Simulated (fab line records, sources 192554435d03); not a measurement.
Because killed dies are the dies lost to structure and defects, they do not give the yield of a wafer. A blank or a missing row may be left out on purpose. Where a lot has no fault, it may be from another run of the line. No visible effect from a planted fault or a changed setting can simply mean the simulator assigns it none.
Split-lot experiment + flow n5Finfet + on a route of 1938 steps: 7 lots, 21 wafers read

== ABOUT THE SPLIT ==
At N5_PMOS_HMC_CHANNEL_EPI_PEB_07 (peb time 60 s), the setting pebTimeS was moved away from the recipe's 60 s on 7 of the 21 wafers read, by -8.5% to +12.5%. For the rest of the wafers, this setting stayed at what the recipe calls for.

== FROM THE SPLIT TO THE READING: what the file shows between them, 1 step ==
- N5_PMOS_HMC_CHANNEL_EPI_DEVELOP_08: develop time 30 s

== THE READING ==
Shown in nm: cdNm at N5_PMOS_HMC_CHANNEL_EPI_CD_MEAS_09, with target cd 237.4 nm. On this fab line, fault-free wafers typically give 238.1 nm with a standard deviation of 1.3 nm.

| wafer  | tool, chamber at the split | pebTimeS as run, s | against the recipe | cdNm, nm | against lot-mates on the recipe |
|--------|----------------------------|--------------------|--------------------|----------|---------------------------------|
| L078.3 | lithoTrack-05, 0           | 60                 | recipe             | 238.7    | -                               |
| L078.4 | lithoTrack-05, 0           | 60                 | recipe             | 238.0    | -                               |
| L078.5 | lithoTrack-05, 0           | 60                 | recipe             | 239.1    | -                               |
| L082.2 | lithoTrack-02, 0           | 60                 | recipe             | 237.0    | -                               |
| L082.4 | lithoTrack-02, 0           | 54.88              | -8.5%              | 233.5    | -4.1                            |
| L082.6 | lithoTrack-02, 0           | 60                 | recipe             | 238.1    | -                               |
| L084.1 | lithoTrack-04, 0           | 56.09              | -6.5%              | 234.9    | -3.5                            |
| L084.2 | lithoTrack-04, 0           | 60                 | recipe             | 238.8    | -                               |
| L084.4 | lithoTrack-04, 0           | 60                 | recipe             | 237.9    | -                               |
| L086.1 | lithoTrack-02, 0           | 63.49              | +5.8%              | 241.8    | +0.8                            |
| L086.5 | lithoTrack-02, 0           | 63.49              | +5.8%              | 242.7    | +1.7                            |
| L086.6 | lithoTrack-02, 0           | 60                 | recipe             | 241.0    | -                               |
| L089.1 | lithoTrack-04, 0           | 60                 | recipe             | 237.5    | -                               |
| L089.3 | lithoTrack-04, 0           | 60                 | recipe             | 236.2    | -                               |
| L089.4 | lithoTrack-04, 0           | 60                 | recipe             | 237.3    | -                               |
| L090.4 | lithoTrack-02, 0           | 60                 | recipe             | 238.1    | -                               |
| L090.5 | lithoTrack-02, 0           | 65.27              | +8.8%              | 242.4    | +3.8                            |
| L090.6 | lithoTrack-02, 0           | 60                 | recipe             | 239.2    | -                               |
| L093.1 | lithoTrack-02, 0           | 67.48              | +12.5%             | 243.2    | +3.8                            |
| L093.4 | lithoTrack-02, 0           | 67.48              | +12.5%             | 243.5    | +4.1                            |
| L093.6 | lithoTrack-02, 0           | 60                 | recipe             | 239.4    | -                               |

THE FIT
A straight line over all 21 wafers: cdNm changes by +0.476 nm for each +1% of pebTimeS; r = +0.91; the points scatter about the line by 1.1 nm.
The same after taking each lot's own level away (the mean of its wafers on the recipe; 21 wafers): +0.367 nm for each +1%; r = +0.95; scatter 0.62 nm.
The reading moves by 4.6 nm for the largest change in pebTimeS, on that fit.
Across the lots, their own levels run from 237.00 to 241.00 nm, a range of 3.1 times the standard deviation given above.
Hence the slope depends on the lot-to-lot level, as the two fits are not the same.
Check: for one of the wafers moved furthest among these (+12.5%), held out of the fit, the line's prediction against its lot-mates is +4.58 nm. It came out at +3.8 nm against them.

== FURTHER SPLITS ON THESE WAFERS ==
Before the reading, these wafers also passed through other splits. Each is held against what the fit with the lots' levels taken away leaves over:
| other split on the same wafers          | wafers away from the commonest value | r with cdNm (lot level and that fit taken away) |
|-----------------------------------------|--------------------------------------|-------------------------------------------------|
| N5_WELL_APT_COAT_02 spinRpm             | 7                                    | -0.05                                           |
| N5_PMOS_HMC_CHANNEL_EPI_HM_DEP_34 timeS | 4                                    | +0.02                                           |

== THE WHOLE CHAIN: every reading that the file lists as answering this split, in the file's order ==
| step                               | what it does                                                           | reading                                                                    | change (the file's fit)               | r (the file's) |
|------------------------------------|------------------------------------------------------------------------|----------------------------------------------------------------------------|---------------------------------------|----------------|
| N5_PMOS_HMC_CHANNEL_EPI_CD_MEAS_09 | target cd 237.4 nm                                                     | cdNm                                                                       | +0.382 nm for each +1% of the setting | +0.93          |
| N5_PMOS_HMC_CHANNEL_EPI_DESCUM_14  | chemistry O2, time 7.9 s                                               | PMOS_HMC_CHANNEL_EPI.cdNm (the simulator's own value, which no gauge read) | +0.377 nm for each +1% of the setting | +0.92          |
| N5_PMOS_HMC_CHANNEL_EPI_ETCH_32    | etches BARC in N2/H2, stops on SiO2, target depth 85.8 nm, time 50.3 s | PMOS_HMC_CHANNEL_EPI.cdNm (the simulator's own value, which no gauge read) | +0.431 nm for each +1% of the setting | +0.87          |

== FILE'S OWN FIT ==
cdNm changes by +0.382 nm for each +1% of pebTimeS, r = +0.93.
